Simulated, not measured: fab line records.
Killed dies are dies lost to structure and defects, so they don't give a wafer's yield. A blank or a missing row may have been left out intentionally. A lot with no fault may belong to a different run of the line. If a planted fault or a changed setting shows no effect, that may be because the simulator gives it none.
Split-lot trial -- flow n5 finfet -- route with 1938 steps; 7 lots, 21 wafers read

== ABOUT THE SPLIT ==
At N5_PASSIVATION_PECVD_35 (deposits SiNx from SiH4/NH3/N2, target thk 700 nm, time 151.3 s), the setting time s was moved away from the recipe's 151.3 s on 7 of the 21 wafers read, by -8.6% to +5.8%. This setting was run at the recipe's value on the other wafers.

The reading comes from the split's own step.

== THE READING ==
SiNx_of_PASSIVATION_PECVD_35.thk nm (the simulator's own value, which no gauge read), in nm, at N5_PASSIVATION_PECVD_35 (deposits SiNx from SiH4/NH3/N2, target thk 700 nm, time 151.3 s). The file does not state a usual value for it. The 14 wafers here that ran the recipe average 694.3 nm, standard deviation 8 nm.

wafer,"tool, chamber at the split","time s as run, s",against the recipe,"SiNx_of_PASSIVATION_PECVD_35.thk nm, nm",against lot-mates on the recipe
L078.2,"pecvd-01, 1",151.3,recipe,680,-
L078.4,"pecvd-01, 2",140.3,-7.3%,644.8,-47.1
L078.5,"pecvd-01, 1",151.3,recipe,703.8,-
L087.2,"pecvd-02, 1",151.3,recipe,690.6,-
L087.5,"pecvd-02, 1",151.3,recipe,707.8,-
L087.6,"pecvd-02, 2",151.3,recipe,699.4,-
L088.1,"pecvd-02, 0,1",144.7,-4.4%,651.6,no lot-mate on the recipe
L088.2,"pecvd-02, 0,1",144.7,-4.4%,651.6,no lot-mate on the recipe
L088.6,"pecvd-02, 2",144.7,-4.4%,662.4,no lot-mate on the recipe
L090.2,"pecvd-02, 2",151.3,recipe,690,-
L090.3,"pecvd-02, 1",151.3,recipe,687,-
L090.5,"pecvd-02, 2",151.3,recipe,704.8,-
L095.2,"pecvd-02, 1",138.3,-8.6%,632.8,-63.2
L095.3,"pecvd-02, 1",138.3,-8.6%,641,-55.0
L095.5,"pecvd-02, 0",151.3,recipe,696,-
L096.1,"pecvd-02, 2",151.3,recipe,684.6,-
L096.2,"pecvd-02, 0",151.3,recipe,685.4,-
L096.6,"pecvd-02, 0",151.3,recipe,694.6,-
L097.3,"pecvd-04, 1",151.3,recipe,698.4,-
L097.4,"pecvd-04, 1",160,+5.8%,747.2,+49.2
L097.5,"pecvd-04, 0",151.3,recipe,697.6,-
If several chambers appear in one row, that row covers several wafers at once and the file leaves open which wafer was in which chamber.

THE FIT
A straight line over all 21 wafers: SiNx_of_PASSIVATION_PECVD_35.thk nm changes by +7.49 nm for each +1% of time s; r = +0.95; the points scatter about the line by 8.4 nm.
The same after taking each lot's own level away (the mean of its wafers on the recipe; 18 wafers): +7.1 nm for each +1%; r = +0.97; scatter 7 nm.
Per that fit: largest time s move, reading shift of 61 nm.
Across the lots, their own levels run from 688.20 to 699.27 nm, a range of 1.4 times the standard deviation given above.
Hence the lot-to-lot level has little effect on the slope; both slopes agree.
Check: for one of the wafers moved furthest among these (-8.6%), held out of the fit, the line's prediction against its lot-mates is -58.6 nm. Against them it came out at -63.2 nm.

== ADDITIONAL SPLITS CARRIED BY THESE WAFERS ==
Before the reading, these wafers also passed through other splits. Each is held against what the fit with the lots' levels taken away leaves over:
other split on the same wafers,wafers away from the commonest value,r with SiNx_of_PASSIVATION_PECVD_35.thk nm (lot level and that fit taken away)
N5_BEOL_M11_DESCUM_16 time s,9,-0.03
N5_BEOL_M11_ETCH_62 time s,6,+0.31
N5_BEOL_M11_COAT_22 spin rpm,4,+0.39
N5_BEOL_M11_ETCH_66 time s,8,+0.03
N5_BEOL_M12_COAT_22 spin rpm,6,+0.36
N5_BEOL_M13_COAT_65 spin rpm,6,-0.13
N5_BEOL_M14_DEP_53 time s,9,+0.28
N5_BEOL_M15_PEB_26 peb time s,7,+0.38
N5_BEOL_M15_DEVELOP_27 develop time s,9,+0.03
N5_PASSIVATION_VIA_ETCH_13 source w,6,-0.19

== THE FILE'S OWN FIT ==
SiNx_of_PASSIVATION_PECVD_35.thk nm changes by +7.09 nm for each +1% of time s, r = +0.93.
